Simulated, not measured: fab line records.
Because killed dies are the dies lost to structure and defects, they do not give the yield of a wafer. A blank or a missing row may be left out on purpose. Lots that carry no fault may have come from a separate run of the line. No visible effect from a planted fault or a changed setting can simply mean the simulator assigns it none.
Matching of chambers + flow n5_finfet + 4 sister chambers for N5_FIN_SAQP_STRIP_70 on rie_diel-06
The step strips in N2/H2. 18 wafers are shown with their chamber, then 9 later ones without.

== WAFERS PAIRED WITH THEIR CHAMBERS ==
| wafer  | chamber | throttle_valve_pct (%) | drypump_motor_current_A (A) | showerhead_plenum_p_Torr (Torr) |
|--------|---------|------------------------|-----------------------------|---------------------------------|
| L077.1 | 1       | 18.9                   | 5.8                         | 3.32                            |
| L077.3 | 3       | 19.2                   | 6.0                         | 3.34                            |
| L077.6 | 3       | 19.2                   | 6.0                         | 3.34                            |
| L082.1 | 2       | 19.2                   | 4.9                         | 3.44                            |
| L082.4 | 0       | 18.3                   | 5.7                         | 3.25                            |
| L082.5 | 1       | 18.9                   | 5.8                         | 3.32                            |
| L085.2 | 0       | 18.3                   | 5.8                         | 3.24                            |
| L085.3 | 1       | 18.9                   | 5.7                         | 3.31                            |
| L085.5 | 2       | 19.2                   | 4.9                         | 3.43                            |
| L087.1 | 3       | 19.2                   | 6.0                         | 3.33                            |
| L087.2 | 0       | 18.3                   | 5.8                         | 3.24                            |
| L087.3 | 1       | 18.9                   | 5.7                         | 3.31                            |
| L087.4 | 2       | 19.2                   | 4.9                         | 3.43                            |
| L087.5 | 1       | 18.9                   | 5.7                         | 3.31                            |
| L087.6 | 2       | 19.2                   | 4.9                         | 3.43                            |
| L089.1 | 0       | 18.4                   | 5.7                         | 3.24                            |
| L089.3 | 2       | 19.2                   | 4.9                         | 3.43                            |
| L089.5 | 2       | 19.2                   | 4.9                         | 3.43                            |

SIGNATURES (means of the wafers above)
| reading                  | chamber 0 | chamber 1 | chamber 2 | chamber 3 | scatter within a chamber |
|--------------------------|-----------|-----------|-----------|-----------|--------------------------|
| throttle_valve_pct       | 18.325    | 18.900    | 19.200    | 19.200    | 0.0231                   |
| drypump_motor_current_A  | 5.750     | 5.740     | 4.900     | 6.000     | 0.0396                   |
| showerhead_plenum_p_Torr | 3.2425    | 3.3140    | 3.4317    | 3.3367    | 0.00496                  |
Rule: distance of a wafer from a chamber = root of the sum over the readings of ((wafer's reading minus chamber's mean) / reading's scatter) squared. The wafer belongs to the nearest chamber; if the next one is less than 2 further off, it can't be placed. How the scatter is found: for the shown wafers, subtract from each reading the mean of its chamber, square and add these, divide the total by (wafers less chambers), then take the root.

== WAFERS WITHOUT THEIR CHAMBER ==
| wafer  | throttle_valve_pct (%) | drypump_motor_current_A (A) | showerhead_plenum_p_Torr (Torr) |
|--------|------------------------|-----------------------------|---------------------------------|
| L091.1 | 18.4                   | 5.8                         | 3.24                            |
| L091.4 | 18.4                   | 5.8                         | 3.24                            |
| L091.5 | 19.0                   | 5.8                         | 3.31                            |
| L092.2 | 19.0                   | 5.8                         | 3.31                            |
| L092.4 | 18.9                   | 5.8                         | 3.31                            |
| L092.6 | 19.3                   | 6.0                         | 3.32                            |
| L093.2 | 19.3                   | 6.0                         | 3.32                            |
| L093.3 | 18.4                   | 5.8                         | 3.23                            |
| L093.6 | 19.3                   | 6.0                         | 3.32                            |

== WHICH CHAMBER EACH ONE RAN IN ==
| wafer  | from the rows above | in truth |
|--------|---------------------|----------|
| L091.1 | 0                   | 0        |
| L091.4 | 0                   | 0        |
| L091.5 | 1                   | 1        |
| L092.2 | 1                   | 1        |
| L092.4 | 1                   | 1        |
| L092.6 | 3                   | 3        |
| L093.2 | 3                   | 3        |
| L093.3 | 0                   | 0        |
| L093.6 | 3                   | 3        |
Correct placement for 9 of the 9. Not placeable from these rows: 0. Number placed wrongly: 0.
